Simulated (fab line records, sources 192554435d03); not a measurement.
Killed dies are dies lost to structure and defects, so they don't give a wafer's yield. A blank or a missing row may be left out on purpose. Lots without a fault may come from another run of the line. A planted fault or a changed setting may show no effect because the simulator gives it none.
fab line records | flow n5_finfet
record lots=6 wafers=16 last_day=16
route steps=1938 shown BEOL_M0_SAQP@699 BEOL_M0_CUTY@701 BEOL_M4@1111 PASSIVATION@1936
lots that met no fault: from a run of the same line without faults
start_h: hours from the record's first day to the start of the lot's first wafer shown | wait_h: hours since the lot's step before | " the same as in the row above | L1.1+2: a row that stands for several wafers | - no value, or no start given | * or withheld: withheld | < > ~ a bound
route shown NAME@n: a module of which the file shows steps, and the number in the route of the first | usual: mean/standard deviation of fault-free wafers | same: alike in all rows | chamber/n: place in a boat | sites: the reading at each site | _std_site: their standard deviation | _edge_site: outer sites' mean less inner sites' | radius_mm: how far each site lies from the wafer's centre | mask NAME#n: copy n | behind: the tool/chamber that last shaped the wafer | hold: why the lot was held/for how many hours/how that ended | device: the transistor (n, p or np) that didn't switch | end of line: the same wafers' tests at the end of the route | a step without rows: its recipe alone | killed: dies lost to structure and defects at the first sort, not the wafer's yield | map: a wafer's dies, x killed, . not, _ none there
set.NAME: the setting as run; set.NAME@STEP: as run at that earlier step | model.NAME: the simulator's own value behind a step, which no gauge read
lots at some steps of the route; a table a step, a row a wafer
services: from which hour (start_h, from the record's first day; less than 0 if before it) a tool's chamber was out of use, for how many hours, and why
## steps
# step N5_BEOL_M0_SAQP_ETCH_49
# recipe chemistry=CF4/O2 target_depth_a=370 target=SiO2 pressure_mtorr=40 source_w=535 bias_w=49 Ar_flow_sccm=100 cf4_flow_sccm=100 O2_flow_sccm=10 ion_energy_ev=100
# usual O2_flow_sccm=9.995/0.03 chamber_pressure_mTorr=40.00/0.034 drypump_motor_current_A=5.74/0.27 oes_product_au=0.77/0.076 rf_fwd_power_W=532.7/1.6 rf_vpp_V=242/4.8 showerhead_plenum_p_Torr=2.21/0.063 throttle_valve_pct=15.92/0.19
# columns lot.wafer tool chamber start_h wait_h O2_flow_sccm chamber_pressure_mTorr drypump_motor_current_A oes_product_au rf_fwd_power_W rf_hours_counter_h rf_vpp_V showerhead_plenum_p_Torr throttle_valve_pct
L514.4 rie_diel-03 0 118.01 0.3 9.984 39.99 5.37 0.73 531.9 - 247 2.20 15.96
L514.5 " 1 " " 10.010 40.00 6.23 0.73 534.2 - 243 2.12 16.04
L514.6 " 3 " " 9.973 40.02 5.24 0.77 530.5 - 239 2.21 15.92
L517.3 rie_diel-05 1 132.18 0.3 9.977 39.99 5.73 0.75 533.3 146 248 2.20 15.56
L517.4 " 2 " " 9.982 39.97 5.59 0.89 536.4 - 239 2.24 15.65
L517.6 " 1 " " 9.964 40.01 5.72 0.75 531.9 - 248 2.20 15.59
L522.1 rie_diel-06 2 162.34 0.3 9.960 39.94 5.51 0.70 531.7 203 241 2.18 15.80
L522.4 " 1 " " 10.022 39.96 5.92 0.73 531.9 165 245 2.30 15.99
L522.5 " 1 " " 10.024 40.01 5.89 0.74 532.1 - 244 2.30 15.99
L527.1 rie_diel-03 2 194.96 0.5 9.940 40.03 5.49 0.91 532.6 11 244 2.35 15.68
L527.2 " 0 " " 9.968 39.98 5.40 0.71 533.6 203 245 2.19 16.01
L527.3 " 1 " " 10.005 40.03 6.21 0.71 533.8 195 241 2.11 16.08
L528.1 rie_diel-05 2 197.65 0.5 10.050 39.95 5.59 0.87 536.4 60 239 2.23 15.69
L528.5 " 1 " " 9.963 39.96 5.74 0.73 534.0 - 249 2.20 15.63
L533.3 rie_diel-03 3 229.27 0.3 10.035 40.02 5.24 0.73 531.8 195 237 2.20 15.98
L533.5 " 0 " " 10.020 40.01 5.39 0.70 535.0 - 245 2.18 16.03
# step N5_BEOL_M0_SAQP_STRIP_75
# recipe chemistry=CF4 resist=SiARC power_w=300 bias_power_w=75 pressure_mtorr=50 cf4_flow_sccm=150 rf_frequency_hz=6e+07
# usual chamber_pressure_mTorr=49.99/0.053 drypump_motor_current_A=5.74/0.26 oes_product_au=0.177/0.017 rf_fwd_power_W=294.0/1.5 rf_vpp_V=271.2/1.5 showerhead_plenum_p_Torr=1.81/0.049 throttle_valve_pct=13.67/0.19
# columns lot.wafer tool chamber start_h wait_h chamber_pressure_mTorr drypump_motor_current_A oes_product_au rf_fwd_power_W rf_hours_counter_h rf_vpp_V showerhead_plenum_p_Torr throttle_valve_pct
L514.4 rie_diel-03 0 118.07 0.0 49.88 5.36 0.176 296.2 - 270.3 1.79 13.73
L514.5 " 1 " " 50.05 6.21 0.170 294.1 - 269.9 1.73 13.80
L514.6 " 3 " " 50.03 5.23 0.169 295.0 - 271.5 1.80 13.62
L517.3 rie_diel-05 1 132.28 0.1 49.98 5.73 0.178 293.8 146 271.1 1.81 13.40
L517.4 " 2 " " 49.96 5.59 0.200 296.0 - 272.1 1.82 13.37
L517.6 " 1 " " 49.99 5.70 0.172 293.2 - 271.0 1.81 13.38
L522.1 rie_diel-06 2 162.44 0.1 49.94 5.51 0.159 294.3 203 272.3 1.79 13.60
L522.4 " 1 " " 49.94 5.91 0.172 292.0 165 273.5 1.87 13.76
L522.5 " 1 " " 49.94 5.91 0.169 292.4 - 274.3 1.87 13.76
L527.1 rie_diel-03 2 195.06 0.1 49.91 5.55 0.209 296.6 11 274.5 1.91 13.37
L527.2 " 0 " " 50.01 5.38 0.163 295.6 203 270.5 1.79 13.78
L527.3 " 1 " " 49.98 6.23 0.161 295.7 195 267.9 1.72 13.85
L528.1 rie_diel-05 2 197.75 0.1 49.97 5.58 0.194 295.0 60 271.4 1.82 13.40
L528.5 " 1 " " 50.03 5.71 0.171 293.2 - 270.4 1.80 13.45
L533.3 rie_diel-03 3 229.37 0.1 49.98 5.25 0.167 292.0 195 271.2 1.79 13.73
L533.5 " 0 " " 50.07 5.39 0.156 296.3 - 269.6 1.78 13.80
# step N5_BEOL_M0_CUTY_COAT_50
# recipe resist=SiARC temp_c=220 time_s=60 spin_rpm=1500 resist_thk_nm=15
# step N5_BEOL_M0_CUTY_COAT_51
# recipe resist=CAR-ArF-block spin_rpm=1500 resist_thk_nm=150
# step N5_BEOL_M0_CUTY_EBR_52
# recipe solvent=PGMEA ebr_width_mm=1.5
# step N5_BEOL_M0_CUTY_SOFTBAKE_53
# recipe temp_c=110 time_s=60 resist=CAR-ArF-block
# step N5_BEOL_M0_CUTY_EXPOSE_54
# recipe mask_id=M0_ABLK na=1.35 source_shape=conventional sigma_outer=0.8 polarization=unpolarized dose_mj=36
# step N5_BEOL_M0_CUTY_PEB_55
# recipe peb_temp_c=110 peb_time_s=60 resist=CAR-ArF-block
# step N5_BEOL_M0_CUTY_DEVELOP_56
# recipe develop_time_s=30 developer=TMAH resist=CAR-ArF-block rinse_liquid=diw dry=air_spin dev_temp_c=23
# step N5_BEOL_M0_CUTY_CD_MEAS_57
# recipe target_cd_nm=200 landing_energy_ev=500 detector=se_inlens polarity=line
# usual cd_nm=200.0/1
# columns lot.wafer tool chamber start_h wait_h cd_nm
L514.4 cd_sem-01 0 118.46 - 199.9
L514.5 " 0 " " 199.7
L514.6 " 0 " " 199.4
L517.3 cd_sem-03 0 132.67 - 198.4
L517.4 " 0 " " 199.9
L517.6 " 0 " " 199.0
L522.1 cd_sem-02 0 162.83 - 199.7
L522.4 " 0 " " 199.5
L522.5 " 0 " " 201.0
L527.1 cd_sem-03 0 195.46 - 200.1
L527.2 " 0 " " 199.6
L527.3 " 0 " " 201.2
L528.1 cd_sem-01 0 198.02 - 200.0
L528.5 " 0 " " 200.3
L533.3 cd_sem-02 0 229.64 - 199.5
L533.5 " 0 " " 199.1
# step N5_BEOL_M0_CUTY_OVL_MEAS_58
# recipe points_per_wafer=44
# usual M0_ABLK_OVL=0.3/0.63
# columns lot.wafer tool chamber start_h wait_h M0_ABLK_OVL[nm]
L514.4 overlay-02 0 118.48 0.0 -0.1
L514.5 " 0 " " 0.6
L514.6 " 0 " " 0.7
L517.3 overlay-02 0 132.70 0.0 0.9
L517.4 " 0 " " 0.4
L517.6 " 0 " " 0.5
L522.1 overlay-01 0 162.87 0.0 0.6
L522.4 " 0 " " 0.4
L522.5 " 0 " " 0.7
L527.1 overlay-01 0 195.49 0.0 0.4
L527.2 " 0 " " 0.4
L527.3 " 0 " " 0.5
L528.1 overlay-02 0 198.05 0.0 -0.7
L528.5 " 0 " " 0.5
L533.3 overlay-02 0 229.67 0.0 0.9
L533.5 " 0 " " 1.2
# step N5_BEOL_M0_CUTY_INSPECT_59
# recipe mode=adi inspect_instrument=macro
# usual raw_defect_count=2.2/1.4
# columns lot.wafer tool chamber start_h wait_h raw_defect_count
L514.4 defect_inspect-02 - 118.51 0.0 2
L514.5 " - " " 2
L514.6 " - " " 2
L517.3 defect_inspect-02 - 132.72 0.0 4
L517.4 " - " " 2
L517.6 " - " " 3
L522.1 defect_inspect-01 - 162.90 0.0 2
L522.4 " - " " 3
L522.5 " - " " 0
L527.1 defect_inspect-02 - 195.51 0.0 3
L527.2 " - " " 2
L527.3 " - " " 1
L528.1 defect_inspect-02 - 198.07 0.0 3
L528.5 " - " " 0
L533.3 defect_inspect-02 - 229.69 0.0 2
L533.5 " - " " 3
# step N5_BEOL_M0_CUTY_DESCUM_61
# recipe chemistry=O2 time_s=7.9 source_power_w=50 bias_power_w=20 pressure_mtorr=20 rf_frequency_hz=2.712e+07 temp_c=40 resist=CAR-ArF-block o2_flow_sccm=225
# usual chamber_pressure_mTorr=19.999/0.025 drypump_motor_current_A=5.9/0.35 o2_flow_sccm=225.0/0.63 oes_product_au=0.81/0.1 rf_fwd_power_W=49.43/0.24 rf_vpp_V=243.2/1.2 showerhead_plenum_p_Torr=2.10/0.051 throttle_valve_pct=20.5/0.31
# columns lot.wafer tool chamber start_h wait_h chamber_pressure_mTorr drypump_motor_current_A o2_flow_sccm oes_product_au rf_fwd_power_W rf_hours_counter_h rf_vpp_V showerhead_plenum_p_Torr throttle_valve_pct model.CAR-ArF-block_of_BEOL_M0_CUTY_COAT_51.thk_nm
L514.4 rie_diel-04 2 118.57 0.1 19.987 5.4 225.4 0.68 49.29 221 246.3 2.17 20.8 144.2
L514.5 " 0 " " 20.005 5.8 224.9 0.98 49.37 - 244.9 2.14 19.9 144.2
L514.6 " 3 " " 20.011 5.2 225.8 0.72 49.72 - 242.6 2.06 20.7 143.8
L517.3 rie_diel-01 3 133.74 1.0 20.005 5.6 224.9 0.82 49.76 107 243.8 2.12 20.8 142.6
L517.4 " 2 " " 19.999 6.4 226.4 0.70 49.25 - 244.2 2.13 20.4 142.8
L517.6 " 0 " " 19.993 5.9 224.0 0.74 49.39 - 241.0 2.01 20.9 143.2
L522.1 rie_diel-01 3 162.93 0.0 20.008 5.6 224.5 0.81 49.70 121 244.1 2.12 20.8 143.8
L522.4 " 0 " " 19.992 5.9 225.0 0.73 49.39 - 240.5 2.01 20.9 144.2
L522.5 " 1 " " 20.028 5.8 224.9 0.99 49.37 - 244.7 2.15 20.4 144.4
L527.1 rie_diel-02 3 195.55 0.0 20.018 5.6 224.9 0.69 49.23 222 242.6 2.14 20.4 143.6
L527.2 " 1 " " 20.021 6.3 225.4 0.88 49.59 40 242.3 2.14 20.5 143.6
L527.3 " 0 " " 19.996 5.9 224.4 0.75 49.08 168 242.1 2.09 20.7 143.6
L528.1 rie_diel-02 1 198.10 0.0 20.010 6.3 224.1 0.86 49.79 41 242.2 2.14 20.6 142
L528.5 " 2 " " 20.002 6.0 224.7 0.78 49.02 - 245.4 2.12 20.2 142.6
L533.3 rie_diel-02 2 229.73 0.0 20.002 6.0 225.7 0.78 49.70 116 241.5 2.12 20.2 142.6
L533.5 " 1 " " 19.979 6.3 223.8 0.85 49.65 - 241.6 2.14 20.6 143.2
# step N5_BEOL_M0_CUTY_ETCH_62
# recipe chemistry=CF4 target=SiARC mask_material=CAR-ArF-block time_s=58.5 ion_energy_ev=80 pressure_mtorr=40 source_w=545 bias_w=36 Ar_flow_sccm=100 cf4_flow_sccm=100 ends=cleared
# usual chamber_pressure_mTorr=40.00/0.036 drypump_motor_current_A=5.9/0.35 etch_rf_on_time_s=58.7/1.6 oes_product_au=0.68/0.088 rf_fwd_power_W=538.3/2.3 rf_vpp_V=184.1/1.1 showerhead_plenum_p_Torr=2.15/0.056 throttle_valve_pct=15.69/0.29
# columns lot.wafer tool chamber start_h wait_h chamber_pressure_mTorr drypump_motor_current_A etch_rf_on_time_s oes_product_au rf_fwd_power_W rf_hours_counter_h rf_vpp_V showerhead_plenum_p_Torr throttle_valve_pct model.CAR-ArF-block_of_BEOL_M0_CUTY_COAT_51.thk_nm
L514.4 rie_diel-04 2 118.60 0.0 39.98 5.4 58.8 0.58 538.7 221 184.9 2.22 15.95 119.2
L514.5 " 0 " " 39.99 5.9 56.8 0.84 539.6 - 183.8 2.18 14.99 119
L514.6 " 3 " " 39.97 5.2 58.8 0.61 539.9 - 182.9 2.12 16.01 118.8
L517.3 rie_diel-01 3 133.78 0.0 40.05 5.6 57.2 0.70 540.1 107 184.2 2.17 15.91 117.4
L517.4 " 2 " " 40.00 6.4 59.7 0.59 533.9 - 184.9 2.20 15.75 117.8
L517.6 " 0 " " 40.03 5.9 61.3 0.61 538.0 - 183.6 2.04 15.94 118.2
L522.1 rie_diel-01 3 162.97 0.0 40.07 5.6 56.2 0.70 537.2 121 184.9 2.16 15.94 118.6
L522.4 " 0 " " 39.94 5.9 60.5 0.60 537.8 - 184.8 2.04 15.99 119
L522.5 " 1 " " 40.01 5.8 57.2 0.83 538.9 - 185.2 2.19 15.39 119.4
L527.1 rie_diel-02 3 195.58 0.0 39.92 5.6 59.1 0.60 540.3 222 185.0 2.21 15.75 118.6
L527.2 " 1 " " 40.01 6.3 57.5 0.74 542.9 40 185.1 2.18 15.64 118.6
L527.3 " 0 " " 39.97 5.9 57.4 0.65 533.9 168 183.1 2.12 15.72 118.6
L528.1 rie_diel-02 1 198.14 0.0 39.96 6.3 57.7 0.73 538.1 41 183.5 2.18 15.65 116.8
L528.5 " 2 " " 40.03 6.0 59.2 0.67 538.5 - 184.4 2.17 15.41 117.4
L533.3 rie_diel-02 2 229.76 0.0 40.03 6.0 59.1 0.65 540.1 116 183.3 2.16 15.44 117.6
L533.5 " 1 " " 40.01 6.2 57.2 0.72 541.2 - 185.7 2.18 15.67 118.2
# step N5_BEOL_M0_CUTY_ETCH_63
# recipe chemistry=N2/H2 target=SOC target_depth_a=827 overetch_a=165 mask_material=SiARC temp_c=40 ion_energy_ev=200 time_s=124 pressure_mtorr=30 source_w=840 bias_w=150 n2_flow_sccm=200 h2_flow_sccm=200
# usual chamber_pressure_mTorr=30.002/0.029 drypump_motor_current_A=5.9/0.35 oes_product_au=0.66/0.077 rf_fwd_power_W=837.2/2.9 rf_vpp_V=524.0/2.1 showerhead_plenum_p_Torr=2.55/0.07 throttle_valve_pct=17.9/0.31
# columns lot.wafer tool chamber start_h wait_h chamber_pressure_mTorr drypump_motor_current_A oes_product_au rf_fwd_power_W rf_hours_counter_h rf_vpp_V showerhead_plenum_p_Torr throttle_valve_pct
L514.4 rie_diel-04 2 118.65 0.0 30.036 5.4 0.56 838.1 221 527.1 2.63 18.1
L514.5 " 0 " " 30.002 5.9 0.79 836.4 - 526.8 2.61 17.3
L514.6 " 3 " " 29.960 5.2 0.59 835.1 - 524.0 2.52 18.3
L517.3 rie_diel-01 3 133.82 0.0 30.003 5.6 0.66 835.1 107 524.0 2.58 18.2
L517.4 " 2 " " 30.075 6.5 0.58 832.5 - 526.6 2.60 17.7
L517.6 " 0 " " 29.994 5.9 0.60 839.6 - 520.1 2.41 18.1
L522.1 rie_diel-01 3 163.01 0.0 29.989 5.6 0.65 835.5 121 524.8 2.57 18.2
L522.4 " 0 " " 30.002 5.9 0.60 834.5 - 521.0 2.41 18.1
L522.5 " 1 " " 29.998 5.8 0.79 834.7 - 525.4 2.62 17.7
L527.1 rie_diel-02 3 195.63 0.0 30.018 5.6 0.58 836.0 222 526.7 2.60 17.8
L527.2 " 1 " " 30.021 6.3 0.70 838.0 40 523.9 2.58 17.8
L527.3 " 0 " " 30.064 5.9 0.61 832.9 168 524.2 2.55 18.2
L528.1 rie_diel-02 1 198.19 0.0 30.007 6.3 0.69 837.6 41 524.8 2.59 17.8
L528.5 " 2 " " 30.023 6.0 0.64 833.6 - 524.9 2.56 17.6
L533.3 rie_diel-02 2 229.81 0.0 29.990 6.0 0.63 830.7 116 525.6 2.56 17.6
L533.5 " 1 " " 29.955 6.3 0.68 837.5 - 523.9 2.58 17.8
# step N5_BEOL_M4_RC_MEAS_101
# usual DIBL_N=36.6/2.1 DIBL_P=36.3/2.2 IOFF_N=0.16/0.036 IOFF_P=0.21/0.038 ION_N=671/12 ION_P=460/7.5 SS_N=71.8/0.72 SS_P=73.3/0.72 VT_N=250/3.2 VT_P=-250/3.5
# columns lot.wafer tool chamber start_h wait_h DIBL_N[mV/V] DIBL_P[mV/V] IOFF_N[nA/um] IOFF_P[nA/um] ION_N[uA/um] ION_P[uA/um] SS_N[mV/dec] SS_P[mV/dec] VT_N[mV] VT_P[mV]
L514.4 prober-02 0 162.96 0.5 35.6 35.0 0.11 0.15 654 446 71.3 72.2 254 -256
L514.5 " 0 " " 36.3 36.0 0.13 0.15 661 447 71.0 72.6 254 -258
L514.6 " 0 " " 38.2 39.1 0.17 0.20 675 459 72.3 73.1 250 -255
L517.3 prober-01 0 181.45 0.3 36.1 35.9 0.17 0.22 677 464 72.1 73.7 251 -250
L517.4 " 0 " " 37.8 38.9 0.21 0.27 677 463 71.8 74.2 245 -249
L517.6 " 0 " " 35.8 35.4 0.17 0.21 692 466 70.8 73.1 248 -253
L522.1 prober-01 0 208.95 0.0 34.1 33.5 0.14 0.18 662 451 70.5 73.2 252 -253
L522.4 " 0 " " 34.2 35.0 0.14 0.20 673 466 70.8 72.8 251 -253
L522.5 " 0 " " 33.3 33.0 0.13 0.18 665 458 70.1 72.7 251 -253
L527.1 prober-01 0 242.26 0.0 39.2 36.8 0.17 0.20 663 453 73.3 73.4 252 -252
L527.2 " 0 " " 38.7 36.8 0.17 0.21 664 460 72.5 73.7 249 -250
L527.3 " 0 " " 41.4 39.9 0.22 0.25 666 454 73.0 75.0 248 -248
L528.1 prober-01 0 243.19 0.6 35.5 36.2 0.14 0.19 665 455 71.9 73.6 252 -251
L528.5 " 0 " " 34.6 34.6 0.13 0.18 653 452 72.0 72.3 254 -256
L533.3 prober-01 0 279.96 0.3 36.6 35.5 0.13 0.16 653 443 71.6 73.5 254 -257
L533.5 " 0 " " 36.2 36.4 0.13 0.18 672 461 70.8 73.5 253 -254
# step N5_PASSIVATION_PROBE_49
# usual defect_limited_yield=91.1/1.4 killed_at_M0_to_M3=33/9.1 killed_at_M4_up=14/5.6 killed_at_contacts=13/5.7 killed_at_front_end=42/12 killed_at_other=4/3 killed_dies=105/16 killed_open=69/11 killed_short=34/7.5 sort_bin_5_function=5.2/0.91 sort_bin_6_memory=3.3/0.64 sort_n_pass=1075/16 sort_yield_pct=91.1/1.4
# same gross_dies=1180 killed_at_back_side=0 sort_bin_4_leakage[%]=0 sort_bin_8_speed[%]=0
# columns lot.wafer tool chamber start_h wait_h defect_limited_yield[%] killed_at_M0_to_M3 killed_at_M4_up killed_at_contacts killed_at_front_end killed_at_other killed_dies killed_open killed_short sort_bin_5_function[%] sort_bin_6_memory[%] sort_n_pass sort_yield_pct[%]
L517.3 prober-01 - 274.16 0.1 90.8 35 17 10 42 4 108 70 34 5.1 3.6 1072 90.8
L517.4 prober-01 - 274.21 0.2 91.4 43 19 6 32 1 101 71 30 5.0 3.3 1079 91.4
L517.6 prober-01 - 274.31 0.3 89.7 58 22 6 34 2 122 80 39 6.5 3.6 1058 89.7
L522.1 prober-02 - 309.73 0.0 91.5 40 6 18 35 1 100 65 34 5.1 3.2 1080 91.5
L522.4 prober-02 - 309.88 0.2 93.5 28 9 7 32 1 77 50 27 4.2 1.9 1103 93.5
L522.5 prober-02 - 309.93 0.2 90.3 50 10 7 44 3 114 72 40 6.0 3.6 1066 90.3
L533.3 prober-02 - 378.95 0.1 89.7 53 11 17 38 3 122 91 27 6.2 4.0 1058 89.7
# killed by level:class
L517.3 BEOL_M1:geometric_particle:open=9 BEOL_M4:geometric_particle:open=8 FIN_SAQP:geometric_particle:open=7 BEOL_M2:geometric_particle:open=7 GATE_CUT:geometric_particle:short=7 FIN_SAQP:geometric_particle:short=6 STI_FIN_REVEAL:geometric_particle:open=6 BEOL_M0_SAQP:geometric_particle:short=5
L517.4 FIN_SAQP:geometric_particle:open=9 BEOL_M0_SAQP:geometric_particle:short=9 BEOL_M0_SAQP:geometric_particle:open=7 BEOL_M1:geometric_particle:open=7 BEOL_M2:geometric_particle:open=7 BEOL_M3:geometric_particle:open=6 BEOL_M4:geometric_particle:open=6 MOL_CONTACT_COAG:geometric_particle:open=5
L517.6 BEOL_M0_SAQP:geometric_particle:open=19 BEOL_M0_SAQP:geometric_particle:short=13 BEOL_M4:geometric_particle:open=11 BEOL_M2:geometric_particle:open=9 BEOL_M1:geometric_particle:open=8 STI_FIN_REVEAL:geometric_particle:open=7 GATE_CUT:geometric_particle:short=5 FIN_SAQP:geometric_particle:open=4
L522.1 MOL_CONTACT_COAG:geometric_particle:open=16 BEOL_M1:geometric_particle:open=11 FIN_SAQP:geometric_particle:short=7 BEOL_M3:geometric_particle:open=7 GATE_CUT:geometric_particle:open=5 BEOL_M0_SAQP:geometric_particle:short=5 STI_FIN_REVEAL:geometric_particle:open=4 GATE_CUT:geometric_particle:short=4
L522.4 BEOL_M1:geometric_particle:open=7 ILD0:geometric_particle:short=6 BEOL_M2:geometric_particle:open=5 BEOL_M3:geometric_particle:open=5 FIN_SAQP:geometric_particle:short=4 MOL_CONTACT_COAG:geometric_particle:open=4 BEOL_M0_SAQP:geometric_particle:short=4 BEOL_M6:geometric_particle:open=4
L522.5 BEOL_M0_SAQP:geometric_particle:open=16 BEOL_M0_SAQP:geometric_particle:short=10 BEOL_M1:geometric_particle:open=10 FIN_SAQP:geometric_particle:open=9 BEOL_M3:geometric_particle:open=9 FIN_SAQP:geometric_particle:short=8 STI_FIN_REVEAL:geometric_particle:open=6 GATE_CUT:geometric_particle:short=6
L533.3 BEOL_M2:geometric_particle:open=20 BEOL_M3:geometric_particle:open=19 FIN_SAQP:geometric_particle:open=16 MOL_CONTACT_COAG:geometric_particle:open=13 FIN_SAQP:geometric_particle:short=8 MOL_CONTACT_COAG:geometric_particle:short=4 BEOL_M3:geometric_particle:short=4 BEOL_M4:geometric_particle:open=4
## services
# columns tool chamber start_h hours kind
rie_diel-03 2 100.80 22.0 repair
rie_diel-06 1 113.13 2.7 repair
rie_diel-01 1 118.84 - clean
rie_diel-01 1 118.84 - consumable_replace:focus_ring
rie_diel-01 1 118.84 22.1 scheduled_down
rie_diel-01 1 118.84 22.1 vent_cycle
rie_diel-03 2 125.25 - clean
rie_diel-03 2 125.25 - consumable_replace:focus_ring
rie_diel-03 2 125.25 - consumable_replace:showerhead
rie_diel-03 2 125.25 35.9 scheduled_down
rie_diel-03 2 125.25 35.9 vent_cycle
rie_diel-05 3 126.60 - clean
rie_diel-05 3 126.60 - consumable_replace:focus_ring
rie_diel-05 3 126.60 - consumable_replace:showerhead
rie_diel-05 3 126.60 13.2 scheduled_down
rie_diel-05 3 126.60 13.2 vent_cycle
rie_diel-04 3 133.21 1.2 repair
rie_diel-05 2 147.57 7.4 repair
rie_diel-01 2 154.11 - clean
rie_diel-01 2 154.11 - consumable_replace:focus_ring
rie_diel-03 2 214.25 38.8 repair
rie_diel-04 2 220.67 - clean
rie_diel-04 2 220.67 - consumable_replace:focus_ring
rie_diel-04 2 220.67 14.0 scheduled_down
## key
first_sign none at tools or gauges
model_effect step=N5_BEOL_M0_CUTY_DESCUM_61 value=CAR-ArF-block_of_BEOL_M0_CUTY_COAT_51.thk_nm without=143.3 struck=142.3
model_effect step=N5_BEOL_M0_CUTY_ETCH_62 value=CAR-ArF-block_of_BEOL_M0_CUTY_COAT_51.thk_nm without=118.2 struck=117.2
met_at N5_BEOL_M0_CUTY_DESCUM_61
struck_wafers L528.1,L533.3
onset_between 195.55 198.10
fault kind=process_parameter_drift tool=rie_diel-02 chamber=- onset_h=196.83 steps=N5_BEOL_M0_CUTY_DESCUM_61 channel=time_s offset=* shape=step end_h=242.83 scope=struck_wafers_only acts_in=* stated=*
